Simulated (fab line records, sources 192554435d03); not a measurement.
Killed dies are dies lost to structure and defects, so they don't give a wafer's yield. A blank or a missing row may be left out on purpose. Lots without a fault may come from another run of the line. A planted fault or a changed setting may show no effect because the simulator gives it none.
fab line records | flow n5_finfet
record lots=5 wafers=15 last_day=18
route steps=1938 shown WELL_APT@36 PMOS_HMC_CHANNEL_EPI@57 BEOL_M4@1111
lots that met no fault: from a run of the same line without faults
start_h: hours from the record's first day to the start of the lot's first wafer shown | wait_h: hours since the lot's step before | " the same as in the row above | L1.1+2: a row that stands for several wafers | - no value, or no start given | * or withheld: withheld | < > ~ a bound
route shown NAME@n: a module of which the file shows steps, and the number in the route of the first | usual: mean/standard deviation of fault-free wafers | same: alike in all rows | chamber/n: place in a boat | sites: the reading at each site | _std_site: their standard deviation | _edge_site: outer sites' mean less inner sites' | radius_mm: how far each site lies from the wafer's centre | mask NAME#n: copy n | behind: the tool/chamber that last shaped the wafer | hold: why the lot was held/for how many hours/how that ended | device: the transistor (n, p or np) that didn't switch | end of line: the same wafers' tests at the end of the route | a step without rows: its recipe alone | killed: dies lost to structure and defects at the first sort, not the wafer's yield | map: a wafer's dies, x killed, . not, _ none there
set.NAME: the setting as run; set.NAME@STEP: as run at that earlier step | model.NAME: the simulator's own value behind a step, which no gauge read
lots at some steps of the route; a table a step, a row a wafer
services: from which hour (start_h, from the record's first day; less than 0 if before it) a tool's chamber was out of use, for how many hours, and why
## steps
# step N5_WELL_APT_COAT_19
# recipe spin_rpm=1357 resist_thk_nm=950
# step N5_WELL_APT_EBR_21
# recipe solvent=PGMEA ebr_width_mm=1.5
# step N5_WELL_APT_SOFTBAKE_20
# recipe temp_c=130 time_s=60
# step N5_WELL_APT_EXPOSE_22
# recipe mask_id=PWELL na=0.8 source_shape=conventional sigma_outer=0.8 polarization=unpolarized defocus_nm=0 target_cd_nm=200 dose_mj=23.2
# step N5_WELL_APT_PEB_23
# recipe peb_temp_c=130 peb_time_s=90
# step N5_WELL_APT_DEVELOP_24
# recipe develop_time_s=45 rinse_liquid=surfactant_rinse dry=air_spin dev_temp_c=21
# step N5_WELL_APT_HARDBAKE_29
# recipe temp_c=130 time_s=120
# step N5_WELL_APT_DESCUM_30
# recipe chemistry=O2 time_s=7.9 source_power_w=50 bias_power_w=20 pressure_mtorr=20 rf_frequency_hz=2.712e+07 temp_c=40 o2_flow_sccm=225
# step N5_WELL_APT_IMPLANT_31
# recipe species=B energy_kev=60 dose_cm2=1.5e+13 tilt_deg=0 rotation_deg=0
# step N5_WELL_APT_IMPLANT_32
# recipe species=BF2 energy_kev=50 dose_cm2=2e+13 tilt_deg=0 rotation_deg=0
# usual dose_ions_cm2=1.9999e+13/2.3e+10 faraday_current_uA=253/4.8 rotation_deg=-0.002/0.022
# columns lot.wafer tool chamber start_h wait_h dose_ions_cm2 faraday_current_uA rotation_deg
L458.1 implanter-02 0 21.63 0.1 2.0008e+13 258 -0.001
L458.4 " 0 " " 2.0002e+13 260 -0.041
L458.6 " 0 " " 2.0021e+13 255 -0.012
L465.3 implanter-01 0 63.40 0.1 1.9971e+13 256 -0.046
L465.4 " 0 " " 1.9971e+13 249 -0.034
L465.5 " 0 " " 1.9966e+13 250 -0.024
L474.2 implanter-01 0 117.32 0.1 2.4328e+13 305 0.021
L474.3 " 0 " " 2.4328e+13 300 0.025
L474.5 " 0 " " 2.4294e+13 315 -0.003
L476.2 implanter-01 0 129.26 0.1 2.4318e+13 307 0.030
L476.4 " 0 " " 2.4309e+13 309 0.063
L476.6 " 0 " " 2.4312e+13 304 0.007
L478.2 implanter-01 0 141.35 0.1 2.4295e+13 302 -0.001
L478.3 " 0 " " 2.4291e+13 319 -0.009
L478.5 " 0 " " 2.4316e+13 302 0.003
# step N5_WELL_APT_STRIP_33
# recipe chemistry=SPM time_s=900 temp_c=130 h2so4_h2o2_vol_ratio=4 dry=ipa_marangoni
# step N5_WELL_APT_RTA_34
# recipe temp_c=1000 time_s=10 ambient=N2 idle_temp_c=600 ramp_up_c_per_s=150 ramp_down_c_per_s=60 cool_to_c=600
# step N5_WELL_APT_OXIDE_STRIP_42
# recipe chemistry=dHF dilution=25:1 time_s=45 temp_c=25 target=SiO2 target_depth_a=120
# step N5_WELL_APT_PRECLEAN_36
# recipe chemistry=O3/DIW time_s=45 temp_c=22 o3_ppm=10
# step N5_WELL_APT_PRECLEAN_39
# recipe chemistry=dHF time_s=60 dilution=150:1 temp_c=25
# step N5_WELL_APT_SRD_37
# recipe dry=ipa_marangoni do_ppb=5 time_s=30 temp_c=23 rinse_liquid=diw
# step N5_WELL_APT_EPI_41
# recipe material=Si target_thk_a=500 temp_c=650 precursor=SiH4/H2 pressure_torr=20 time_s=297.7
# step N5_PMOS_HMC_CHANNEL_EPI_HM_DEP_34
# recipe material=SiO2 target_thk_a=360 temp_c=400 precursor=TEOS/O2 pressure_torr=6.5 rf_w=900 teos_flow_sccm=161.4 gas=O2 flow_sccm=2650 time_s=6.9
# step N5_PMOS_HMC_CHANNEL_EPI_COAT_31
# recipe resist=BARC temp_c=205 time_s=60 spin_rpm=1500 resist_thk_nm=66
# step N5_PMOS_HMC_CHANNEL_EPI_COAT_03
# recipe resist=CAR-ArF-block spin_rpm=1500 resist_thk_nm=205
# step N5_PMOS_HMC_CHANNEL_EPI_EBR_05
# recipe solvent=PGMEA ebr_width_mm=1.5
# step N5_PMOS_HMC_CHANNEL_EPI_SOFTBAKE_04
# recipe temp_c=110 time_s=60 resist=CAR-ArF-block
# step N5_PMOS_HMC_CHANNEL_EPI_EXPOSE_06
# recipe mask_id=PMOS_HMC_BLK na=1.35 source_shape=conventional sigma_outer=0.8 polarization=unpolarized target_cd_nm=240 dose_mj=41
# step N5_PMOS_HMC_CHANNEL_EPI_PEB_07
# recipe peb_temp_c=110 peb_time_s=60 resist=CAR-ArF-block
# step N5_PMOS_HMC_CHANNEL_EPI_DEVELOP_08
# recipe develop_time_s=30 developer=TMAH resist=CAR-ArF-block dev_temp_c=23 rinse_liquid=diw dry=air_spin
# step N5_PMOS_HMC_CHANNEL_EPI_DESCUM_14
# recipe chemistry=O2 time_s=7.9 source_power_w=50 bias_power_w=20 pressure_mtorr=20 rf_frequency_hz=2.712e+07 temp_c=40 resist=CAR-ArF-block o2_flow_sccm=225
# step N5_PMOS_HMC_CHANNEL_EPI_ETCH_32
# recipe chemistry=N2/H2 target=BARC stop_on=SiO2 target_depth_a=858 over_etch_frac=0.3 time_s=50.3 ion_energy_ev=200 mask_material=CAR-ArF-block pressure_mtorr=30 source_w=840 bias_w=150 n2_flow_sccm=200 h2_flow_sccm=200
# step N5_PMOS_HMC_CHANNEL_EPI_HM_OPEN_15
# recipe chemistry=CHF3/O2 target=SiO2 mask_material=CAR-ArF-block target_depth_a=406 CHF3_flow_sccm=50 O2_flow_sccm=5 Ar_flow_sccm=200 time_s=20.3 pressure_mtorr=30 source_w=650 bias_w=170 ion_energy_ev=200
# step N5_PMOS_HMC_CHANNEL_EPI_STRIP_33
# recipe chemistry=N2/H2 power_w=500 temp_c=40 pressure_mtorr=50 rf_frequency_hz=6e+07 overash_fraction=0.3 bias_power_w=8 h2_frac=0.5 n2_flow_sccm=300 h2_flow_sccm=300
# step N5_PMOS_HMC_CHANNEL_EPI_STRIP_17
# recipe chemistry=SPM time_s=750 temp_c=130 h2so4_h2o2_vol_ratio=4 dry=ipa_marangoni
# step N5_PMOS_HMC_CHANNEL_EPI_ETCH_38
# recipe chemistry=CF4 target=SiO2 target_depth_a=15 ion_energy_ev=350 pressure_mtorr=10 icp_w=800 bias_w=400 cf4_flow_sccm=80
# step N5_PMOS_HMC_CHANNEL_EPI_FIN_RECESS_16
# recipe chemistry=HBr/Cl2 target=Si mask_material=SiO2 target_depth_a=540 time_s=18 pressure_mtorr=10 icp_w=800 bias_w=75 HBr_flow_sccm=150 Cl2_flow_sccm=80
# step N5_PMOS_HMC_CHANNEL_EPI_PRECLEAN_36
# recipe chemistry=O3/DIW time_s=45 temp_c=22 o3_ppm=10
# step N5_PMOS_HMC_CHANNEL_EPI_PRECLEAN_18
# recipe chemistry=DHF time_s=30 temp_c=25 dilution=withheld
# step N5_PMOS_HMC_CHANNEL_EPI_SRD_19
# recipe dry=ipa_marangoni do_ppb=5 time_s=30 temp_c=23 rinse_liquid=diw
# step N5_BEOL_M4_RC_MEAS_101
# usual CJ_N=4.32/0.087 DIBL_N=36.0/1.6 DIBL_P=35.8/2 IOFF_N=0.152/0.03 IOFF_P=0.20/0.031 ION_N=670/12 ION_P=459/7.4 SS_N=71.5/0.56 SS_P=73.2/0.64 VT_N=251/3.5 VT_P=-252/3.3
# columns lot.wafer tool chamber start_h wait_h CJ_N DIBL_N[mV/V] DIBL_P[mV/V] IOFF_N[nA/um] IOFF_P[nA/um] ION_N[uA/um] ION_P[uA/um] SS_N[mV/dec] SS_P[mV/dec] VT_N[mV] VT_P[mV]
L458.1 prober-02 0 203.67 0.0 4.31 35.3 33.7 0.129 0.17 662 457 71.2 72.3 254 -255
L458.4 " 0 " " 4.41 36.3 34.5 0.146 0.18 672 459 71.9 72.6 253 -252
L458.6 " 0 " " 4.37 37.2 35.6 0.158 0.21 677 464 71.4 72.8 251 -251
L465.3 prober-01 0 246.25 0.3 4.42 37.4 37.2 0.158 0.20 676 463 72.6 73.1 250 -253
L465.4 " 0 " " 4.34 35.7 35.1 0.136 0.18 684 463 71.2 73.2 250 -253
L465.5 " 0 " " 4.34 34.2 34.1 0.114 0.16 658 457 71.5 71.8 257 -256
L474.2 prober-02 0 292.00 0.2 4.85 35.4 32.7 0.122 0.16 655 443 71.7 73.0 254 -257
L474.3 " 0 " " 4.74 35.0 33.2 0.120 0.15 657 443 71.1 73.0 256 -258
L474.5 " 0 " " 4.71 34.1 32.0 0.107 0.14 672 459 71.4 71.8 257 -258
L478.2 prober-02 0 316.10 0.2 4.71 33.8 34.0 0.107 0.15 660 451 70.5 72.5 257 -254
L478.3 " 0 " " 4.85 36.3 36.9 0.145 0.18 664 454 70.6 73.3 252 -254
L478.5 " 0 " " 4.82 32.8 33.0 0.096 0.14 647 449 70.1 72.2 254 -256
L476.2 prober-02 0 317.56 0.2 4.88 37.4 36.7 0.178 0.21 673 455 72.7 73.7 249 -252
L476.4 " 0 " " 4.69 36.0 35.9 0.168 0.20 690 467 71.7 73.9 246 -252
L476.6 " 0 " " 4.83 36.6 35.5 0.164 0.19 675 458 72.1 73.3 249 -250
## services
# columns tool chamber start_h hours kind
implanter-01 - 15.90 1.7 repair
implanter-01 - 74.76 0.6 repair
## key
first_sign step=N5_WELL_APT_IMPLANT_32 reading=dose_ions_cm2 direction=up sigmas=99+ usual=1.9999e+13 struck=2.431e+13
effect step=N5_WELL_APT_IMPLANT_32 reading=faraday_current_uA direction=up sigmas=11 usual=253 struck=307
effect step=N5_BEOL_M4_RC_MEAS_101 reading=CJ_N direction=up sigmas=5.3 usual=4.32 struck=4.79
met_at N5_WELL_APT_IMPLANT_32
struck_wafers L474.2,L474.3,L474.5,L476.2,L476.4,L476.6,L478.2,L478.3,L478.5
onset_between 63.40 117.32
fault kind=process_parameter_drift tool=implanter-01 chamber=- onset_h=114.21 steps=N5_WELL_APT_IMPLANT_32 channel=dose_cm2 offset=4.3148e+12 shape=step end_h=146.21 acts_in=these_recipes_only stated=2e+13
